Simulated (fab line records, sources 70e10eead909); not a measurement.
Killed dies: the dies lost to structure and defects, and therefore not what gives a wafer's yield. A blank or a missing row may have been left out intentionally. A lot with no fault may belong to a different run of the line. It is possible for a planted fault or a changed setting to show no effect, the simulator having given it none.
A single fault, viewed from 2 desks | flow nand_harc | what lay behind the numbers comes last; until then each desk has only its own

## DESK OF THE TOOL OWNER: rie_metal-02
The tool's own readings at NHARC_A_WL_FILL_ETCHBACK_04 (etches the open film in NF3, target depth 60 nm, time 120 s): means of the sampled wafers that have a number, for each lot that ran on this tool. Marked OUT: a lot whose mean sits more than 4 standard deviations from the usual mean, which makes it out of limits; the brackets give that distance.
Columns: A = drypump_motor_current_A at NHARC_A_WL_FILL_ETCHBACK_04, usual 5.4 A; B = oes_product_au at NHARC_A_WL_FILL_ETCHBACK_04, usual 1.000 a.u.
lot  | first seen here | A   | B
L137 | day 20 07:07    | 5.4 | 0.986
L138 | day 21 04:23    | 5.4 | 0.992
L139 | day 21 15:14    | 5.4 | 0.816 (-17) OUT
L142 | day 22 07:07    | 5.2 | 0.736 (-24) OUT
L143 | day 23 08:38    | 5.2 | 0.741 (-24) OUT
L151 | day 26 00:38    | 5.1 | 0.985
L158 | day 29 14:58    | 5.5 | 1.012
This desk's finding: out of limits on L139, L142, L143; first on L139, day 21 15:14 (oes_product_au at NHARC_A_WL_FILL_ETCHBACK_04). L137, L138, L151, L158 stayed within limits.

## THE METROLOGY DESK
Means of the sampled wafers that have a number, per lot and without regard to the tool the lot ran on: this is what the gauges read. Marked OUT: a lot whose mean sits more than 4 standard deviations from the usual mean, which makes it out of limits; the brackets give that distance.
Columns: A = overlay_x_nm at NHARC_A_SLIT_OVL_MEAS_10, usual 0.0 nm; B = overlay_y_nm at NHARC_A_SLIT_OVL_MEAS_10, usual 0.1 nm
lot  | first seen here | A    | B
L137 | day 19 16:41    | 0.3  | -0.7
L136 | day 19 18:04    | -0.2 | 0.2
L138 | day 20 13:58    | 1.8  | 0.4
L140 | day 21 00:54    | 0.2  | -0.3
L139 | day 21 01:54    | -1.7 | 0.5
L142 | day 21 16:24    | -0.2 | 0.3
L143 | day 22 18:00    | -0.2 | 1.3
L150 | day 25 10:11    | -0.3 | 0.4
L151 | day 25 10:21    | 0.8  | -0.2
L153 | day 26 17:10    | 0.3  | -0.8
L154 | day 27 05:07    | 0.1  | 1.7
L156 | day 27 15:01    | 1.5  | -0.2
L158 | day 29 00:45    | 0.1  | -0.3
L159 | day 29 03:56    | -0.0 | 0.4
Result from this desk: across the 14 lots, nothing is out of limits.

## TAKEN TOGETHER
An alarm could have come from the tool owner's desk at day 21 15:14, on L139, L142, L143.
The metrology desk saw nothing out of limits.
The metrology desk has L139, L142, L143 on record, within its limits.
The lots listed all ran NHARC_A_WL_FILL_ETCHBACK_04 on rie_metal-02.

## WHAT HAD BEEN PUT IN BY THE SIMULATOR
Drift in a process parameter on rie_metal-02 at NHARC_A_WL_FILL_ETCHBACK_04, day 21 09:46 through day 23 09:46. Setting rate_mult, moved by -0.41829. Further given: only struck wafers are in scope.
Lots struck among those shown: L139, L142, L143.
Delay in hours, fault start to first out-of-limits reading, by desk: the tool owner's desk at 5.
